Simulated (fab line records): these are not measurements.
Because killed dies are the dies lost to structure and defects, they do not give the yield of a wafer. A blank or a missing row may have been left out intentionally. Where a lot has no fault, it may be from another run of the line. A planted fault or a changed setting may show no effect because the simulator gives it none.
Matching of chambers + flow n5_finfet + 4 sister chambers for N5_BEOL_M0_CUTY_DESCUM_61 on rie_diel-01
The step chemistry O2, time 7.9 s. 4 wafers are shown with their chamber, then 8 later ones without.

== EACH WAFER AND ITS CHAMBER ==
| wafer  | chamber | drypump_motor_current_A (A) |
|--------|---------|-----------------------------|
| L085.2 | 2       | 4.9                         |
| L085.3 | 0       | 6.4                         |
| L085.6 | 1       | 5.2                         |
| L087.1 | 3       | 5.4                         |

== WAFERS WHOSE CHAMBER IS MISSING ==
| wafer  | drypump_motor_current_A (A) |
|--------|-----------------------------|
| L087.3 | 5.3                         |
| L087.6 | 4.9                         |
| L090.1 | 4.9                         |
| L090.4 | 6.4                         |
| L090.5 | 5.3                         |
| L092.3 | 5.3                         |
| L092.4 | 6.3                         |
| L092.6 | 6.3                         |

== WHICH CHAMBER EACH ONE RAN IN ==
| wafer  | from the rows above     | in truth |
|--------|-------------------------|----------|
| L087.3 | can't be placed: 1 or 3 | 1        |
| L087.6 | 2                       | 2        |
| L090.1 | 2                       | 2        |
| L090.4 | 0                       | 0        |
| L090.5 | can't be placed: 1 or 3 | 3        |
| L092.3 | can't be placed: 1 or 3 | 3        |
| L092.4 | 0                       | 0        |
| L092.6 | 0                       | 0        |
5 of 8 placed correctly. Cannot be placed on the basis of these rows: 3; the candidates contain the true chamber in 3. Wrongly placed: 0.
How it was worked out, from the rows above alone: a wafer's distance from a chamber is the root of the sum, over the readings, of the square of ((its reading less the chamber's mean) divided by the reading's scatter). If the next closest chamber is less than 2 further off than the closest, the wafer can't be placed; otherwise it belongs to the closest. For every chamber, the mean is computed from those of its wafers that are shown. The scatter (one wafer shown for each chamber): square how far every hidden wafer sits from the nearest shown wafer, average those squares and take the square root.
